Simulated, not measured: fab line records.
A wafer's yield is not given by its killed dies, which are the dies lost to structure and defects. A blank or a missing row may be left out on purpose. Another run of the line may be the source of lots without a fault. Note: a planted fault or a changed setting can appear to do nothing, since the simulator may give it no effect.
Lot-split experiment :: flow n5Finfet :: on a route of 1938 steps: 7 lots, 21 wafers read

ABOUT THE SPLIT
At N5_MOL_CONTACT_COAG_DESCUM_45 (chemistry O2, time 7 s), the setting timeS was moved away from the recipe's 7 s on 5 of the 21 wafers read, by -16.1% to +16.3%. All remaining wafers had this setting at the recipe value.

SPLIT TO READING: what lies between them in the file, 1 step
- N5_MOL_CONTACT_COAG_ETCH_65: etches underlayer in N2/H2, target depth 13 nm, time 10.4 s

THE READING
CAR-EUV_of_MOL_CONTACT_COAG_COAT_34.thkNm (the simulator's own value, which no gauge read), in nm, at N5_MOL_CONTACT_COAG_ETCH_66 (etches SiARC in CF4, target depth 13 nm, time 21.7 s). The file gives no usual value for it. Average 17.0 nm, standard deviation 0.13 nm, over the 16 wafers here run with the recipe.

wafer: L081.3
tool, chamber at the split: rieDiel-06, 0
timeS as run, s: 7
against the recipe: recipe
CAR-EUV_of_MOL_CONTACT_COAG_COAT_34.thkNm, nm: 17.2
against lot-mates on the recipe: -

wafer: L081.5
tool, chamber at the split: rieDiel-06, 0,3
timeS as run, s: 7
against the recipe: recipe
CAR-EUV_of_MOL_CONTACT_COAG_COAT_34.thkNm, nm: 17.2
against lot-mates on the recipe: -

wafer: L081.4
tool, chamber at the split: rieDiel-06, 0,3
timeS as run, s: 7
against the recipe: recipe
CAR-EUV_of_MOL_CONTACT_COAG_COAT_34.thkNm, nm: 17
against lot-mates on the recipe: -

wafer: L082.1
tool, chamber at the split: rieDiel-02, 2
timeS as run, s: 7
against the recipe: recipe
CAR-EUV_of_MOL_CONTACT_COAG_COAT_34.thkNm, nm: 16.8
against lot-mates on the recipe: -

wafer: L082.5
tool, chamber at the split: rieDiel-02, 2
timeS as run, s: 7
against the recipe: recipe
CAR-EUV_of_MOL_CONTACT_COAG_COAT_34.thkNm, nm: 16.8
against lot-mates on the recipe: -

wafer: L082.2
tool, chamber at the split: rieDiel-02, 1
timeS as run, s: 7
against the recipe: recipe
CAR-EUV_of_MOL_CONTACT_COAG_COAT_34.thkNm, nm: 17
against lot-mates on the recipe: -

wafer: L087.3
tool, chamber at the split: rieDiel-06, 2
timeS as run, s: 7
against the recipe: recipe
CAR-EUV_of_MOL_CONTACT_COAG_COAT_34.thkNm, nm: 17
against lot-mates on the recipe: -

wafer: L087.4
tool, chamber at the split: rieDiel-06, 0
timeS as run, s: 7
against the recipe: recipe
CAR-EUV_of_MOL_CONTACT_COAG_COAT_34.thkNm, nm: 17
against lot-mates on the recipe: -

wafer: L087.5
tool, chamber at the split: rieDiel-06, 0
timeS as run, s: 7
against the recipe: recipe
CAR-EUV_of_MOL_CONTACT_COAG_COAT_34.thkNm, nm: 17
against lot-mates on the recipe: -

wafer: L089.2
tool, chamber at the split: rieDiel-03, 2,1
timeS as run, s: 8.141
against the recipe: +16.3%
CAR-EUV_of_MOL_CONTACT_COAG_COAT_34.thkNm, nm: 16.6
against lot-mates on the recipe: -0.4

wafer: L089.4
tool, chamber at the split: rieDiel-03, 1
timeS as run, s: 7
against the recipe: recipe
CAR-EUV_of_MOL_CONTACT_COAG_COAT_34.thkNm, nm: 17
against lot-mates on the recipe: -

wafer: L089.6
tool, chamber at the split: rieDiel-03, 2,1
timeS as run, s: 8.141
against the recipe: +16.3%
CAR-EUV_of_MOL_CONTACT_COAG_COAT_34.thkNm, nm: 16.4
against lot-mates on the recipe: -0.6

wafer: L091.2
tool, chamber at the split: rieDiel-06, 3,2,1
timeS as run, s: 7
against the recipe: recipe
CAR-EUV_of_MOL_CONTACT_COAG_COAT_34.thkNm, nm: 17
against lot-mates on the recipe: -

wafer: L091.5
tool, chamber at the split: rieDiel-06, 3,2,1
timeS as run, s: 7
against the recipe: recipe
CAR-EUV_of_MOL_CONTACT_COAG_COAT_34.thkNm, nm: 17.2
against lot-mates on the recipe: -

wafer: L091.6
tool, chamber at the split: rieDiel-06, 3,2,1
timeS as run, s: 7
against the recipe: recipe
CAR-EUV_of_MOL_CONTACT_COAG_COAT_34.thkNm, nm: 17.2
against lot-mates on the recipe: -

wafer: L093.1
tool, chamber at the split: rieDiel-02, 2,0
timeS as run, s: 7
against the recipe: recipe
CAR-EUV_of_MOL_CONTACT_COAG_COAT_34.thkNm, nm: 17
against lot-mates on the recipe: -

wafer: L093.3
tool, chamber at the split: rieDiel-02, 2,0
timeS as run, s: 7
against the recipe: recipe
CAR-EUV_of_MOL_CONTACT_COAG_COAT_34.thkNm, nm: 17
against lot-mates on the recipe: -

wafer: L093.5
tool, chamber at the split: rieDiel-02, 0
timeS as run, s: 5.872
against the recipe: -16.1%
CAR-EUV_of_MOL_CONTACT_COAG_COAT_34.thkNm, nm: 17.8
against lot-mates on the recipe: +0.8

wafer: L097.1
tool, chamber at the split: rieDiel-06, 0
timeS as run, s: 7
against the recipe: recipe
CAR-EUV_of_MOL_CONTACT_COAG_COAT_34.thkNm, nm: 16.8
against lot-mates on the recipe: -

wafer: L097.5
tool, chamber at the split: rieDiel-06, 0,3
timeS as run, s: 6.348
against the recipe: -9.3%
CAR-EUV_of_MOL_CONTACT_COAG_COAT_34.thkNm, nm: 17.2
against lot-mates on the recipe: +0.4

wafer: L097.6
tool, chamber at the split: rieDiel-06, 0,3
timeS as run, s: 6.348
against the recipe: -9.3%
CAR-EUV_of_MOL_CONTACT_COAG_COAT_34.thkNm, nm: 17.2
against lot-mates on the recipe: +0.4
The file does not say which wafer passed through which chamber wherever a row lists several chambers: such a row stands for several wafers.

THE FIT
A straight line over all 21 wafers: CAR-EUV_of_MOL_CONTACT_COAG_COAT_34.thkNm changes by -0.0341 nm for each +1% of timeS; r = -0.86; the points scatter about the line by 0.14 nm.
The same after taking each lot's own level away (the mean of its wafers on the recipe; 21 wafers): -0.0379 nm for each +1%; r = -0.95; scatter 0.09 nm.
That fit puts the effect of the largest move of timeS on the reading at 0.62 nm.
Measured against the standard deviation above, the lots' own levels, which go from 16.80 to 17.13 nm, span 2.5 times it.
So the slope is not independent of the lot-to-lot level: the two fits are not the same.
Check: with one of the wafers moved furthest among these (+16.3%) left out of the fit, the line predicts -0.688 nm for it against its lot-mates. Against them it came out at -0.4 nm.

THE WHOLE CHAIN: every reading that the file lists as answering this split, in the file's order
step: N5_MOL_CONTACT_COAG_DESCUM_45
what it does: chemistry O2, time 7 s
reading: CAR-EUV_of_MOL_CONTACT_COAG_COAT_34.thkNm (the simulator's own value, which no gauge read)
change (the file's fit): -0.0431 nm for each +1% of the setting
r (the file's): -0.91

step: N5_MOL_CONTACT_COAG_ETCH_65
what it does: etches underlayer in N2/H2, target depth 13 nm, time 10.4 s
reading: CAR-EUV_of_MOL_CONTACT_COAG_COAT_34.thkNm (the simulator's own value, which no gauge read)
change (the file's fit): -0.0363 nm for each +1% of the setting
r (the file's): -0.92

step: N5_MOL_CONTACT_COAG_ETCH_66
what it does: etches SiARC in CF4, target depth 13 nm, time 21.7 s
reading: CAR-EUV_of_MOL_CONTACT_COAG_COAT_34.thkNm (the simulator's own value, which no gauge read)
change (the file's fit): -0.0405 nm for each +1% of the setting
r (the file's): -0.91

THE FILE'S OWN FIT
CAR-EUV_of_MOL_CONTACT_COAG_COAT_34.thkNm changes by -0.0405 nm for each +1% of timeS, r = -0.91.
